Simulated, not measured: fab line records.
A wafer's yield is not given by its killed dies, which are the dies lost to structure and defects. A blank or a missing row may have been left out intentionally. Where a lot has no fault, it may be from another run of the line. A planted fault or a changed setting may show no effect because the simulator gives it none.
Chamber matching ; flow n5_finfet ; rie_diel-04 running N5_BEOL_M1_ETCH_64: 4 sister chambers
The step etches SOC in N2/H2, target depth 75 nm, overetch 15 nm, time 112.5 s. 16 wafers are shown with their chamber, then 8 later ones without.

== WAFERS PAIRED WITH THEIR CHAMBERS ==
wafer;chamber;throttle_valve_pct (%);showerhead_plenum_p_Torr (Torr);oes_product_au (a.u.)
L075.3;1;17.4;2.56;0.63
L075.4;3;17.9;2.66;0.57
L075.6;0;18.4;2.51;0.56
L078.2;3;17.9;2.65;0.57
L078.4;0;18.4;2.50;0.56
L078.5;0;18.4;2.50;0.56
L081.2;1;17.5;2.56;0.63
L081.4;2;18.4;2.64;0.55
L081.5;0;18.4;2.50;0.55
L083.2;2;18.4;2.64;0.55
L083.4;3;17.9;2.65;0.56
L083.5;2;18.4;2.64;0.55
L085.3;1;17.5;2.55;0.62
L085.5;1;17.5;2.55;0.62
L085.6;3;17.9;2.65;0.56
L088.2;1;17.5;2.55;0.62

SIGNATURES, as means of the wafers listed above
reading;chamber 0;chamber 1;chamber 2;chamber 3;scatter within a chamber
throttle_valve_pct;18.400;17.480;18.400;17.900;0.0258
showerhead_plenum_p_Torr;2.5025;2.5540;2.6400;2.6525;0.00474
oes_product_au;0.5575;0.6240;0.5500;0.5650;0.00496
Rule: distance of a wafer from a chamber = root of the sum over the readings of ((wafer's reading minus chamber's mean) / reading's scatter) squared. If the next closest chamber is less than 2 further off than the closest, the wafer can't be placed; otherwise it belongs to the closest. The scatter is the square root of a quotient: the sum, over the shown wafers, of each reading's squared deviation from its chamber's mean, divided by wafers minus chambers.

== WAFERS WITHOUT THEIR CHAMBER ==
wafer;throttle_valve_pct (%);showerhead_plenum_p_Torr (Torr);oes_product_au (a.u.)
L088.3;17.9;2.64;0.57
L088.5;18.4;2.64;0.55
L097.1;17.9;2.64;0.55
L097.4;18.0;2.49;0.72
L097.5;17.5;2.55;0.61
L096.1;17.5;2.55;0.61
L096.2;18.0;2.49;0.72
L096.3;18.5;2.63;0.53

== EACH ONE'S CHAMBER ==
wafer;from the rows above;in truth
L088.3;3;3
L088.5;2;2
L097.1;3;3
L097.4;1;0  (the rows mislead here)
L097.5;1;1
L096.1;1;1
L096.2;1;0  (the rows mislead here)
L096.3;2;2
Correctly placed: 6 of 8. Can't be placed from these rows: 0. Number placed wrongly: 2.
